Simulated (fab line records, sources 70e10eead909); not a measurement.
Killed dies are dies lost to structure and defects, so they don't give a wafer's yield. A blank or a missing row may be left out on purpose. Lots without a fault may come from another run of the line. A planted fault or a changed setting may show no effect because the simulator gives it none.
Chamber matching | flow nand_harc | NHARC_P_M0_DESCUM_14 on rie_diel-02: 4 sister chambers
The step chemistry O2, time 3 s. 14 wafers are shown with their chamber, then 7 later ones without.

WAFERS WITH THEIR CHAMBER
wafer  | chamber | drypump_motor_current_A (A) | showerhead_plenum_p_Torr (Torr) | rf_vpp_V (V)
L076.2 | 0       | 5.1                         | 1.96                            | 57.5
L076.4 | 3       | 5.2                         | 1.90                            | 58.5
L076.5 | 0       | 5.1                         | 1.96                            | 59.4
L078.4 | 3       | 5.2                         | 1.90                            | 58.4
L078.5 | 0       | 5.1                         | 1.96                            | 59.0
L078.6 | 1       | 6.3                         | 1.98                            | 58.2
L082.4 | 2       | 6.4                         | 1.91                            | 57.9
L082.5 | 0       | 5.1                         | 1.95                            | 57.7
L082.6 | 1       | 6.3                         | 1.98                            | 56.5
L092.1 | 0       | 5.1                         | 1.94                            | 57.4
L092.4 | 2       | 6.3                         | 1.90                            | 56.8
L092.6 | 1       | 6.3                         | 1.97                            | 59.0
L094.3 | 3       | 5.2                         | 1.88                            | 57.8
L094.4 | 1       | 6.3                         | 1.97                            | 57.9

SIGNATURES (means of the wafers above)
reading                  | chamber 0 | chamber 1 | chamber 2 | chamber 3 | scatter within a chamber
drypump_motor_current_A  | 5.100     | 6.300     | 6.350     | 5.200     | 0.0224
showerhead_plenum_p_Torr | 1.9540    | 1.9750    | 1.9050    | 1.8933    | 0.00858
rf_vpp_V                 | 58.200    | 57.900    | 57.350    | 58.233    | 0.872
Rule: a wafer's distance from a chamber is the root of the sum, over the readings, of the square of ((its reading less the chamber's mean) divided by the reading's scatter). The wafer belongs to the nearest chamber; if the next one is less than 2 further off, it can't be placed. The scatter: the root of (the sum of the squares of (reading less its chamber's mean) over the shown wafers, divided by (wafers less chambers)).

WAFERS WITHOUT THEIR CHAMBER
wafer  | drypump_motor_current_A (A) | showerhead_plenum_p_Torr (Torr) | rf_vpp_V (V)
L094.5 | 5.2                         | 1.89                            | 57.9
L093.2 | 5.1                         | 1.94                            | 56.2
L093.4 | 6.3                         | 1.90                            | 57.2
L093.6 | 6.3                         | 1.90                            | 58.3
L095.2 | 5.1                         | 1.94                            | 56.3
L095.4 | 6.4                         | 1.90                            | 58.4
L095.6 | 5.1                         | 1.94                            | 57.9

WHICH CHAMBER EACH WENT THROUGH
wafer  | from the rows above | in truth
L094.5 | 3                   | 3
L093.2 | 0                   | 0
L093.4 | 2                   | 2
L093.6 | 2                   | 2
L095.2 | 0                   | 0
L095.4 | 2                   | 2
L095.6 | 0                   | 0
Placed correctly: 7 of 7. Can't be placed from these rows: 0. Placed wrongly: 0.
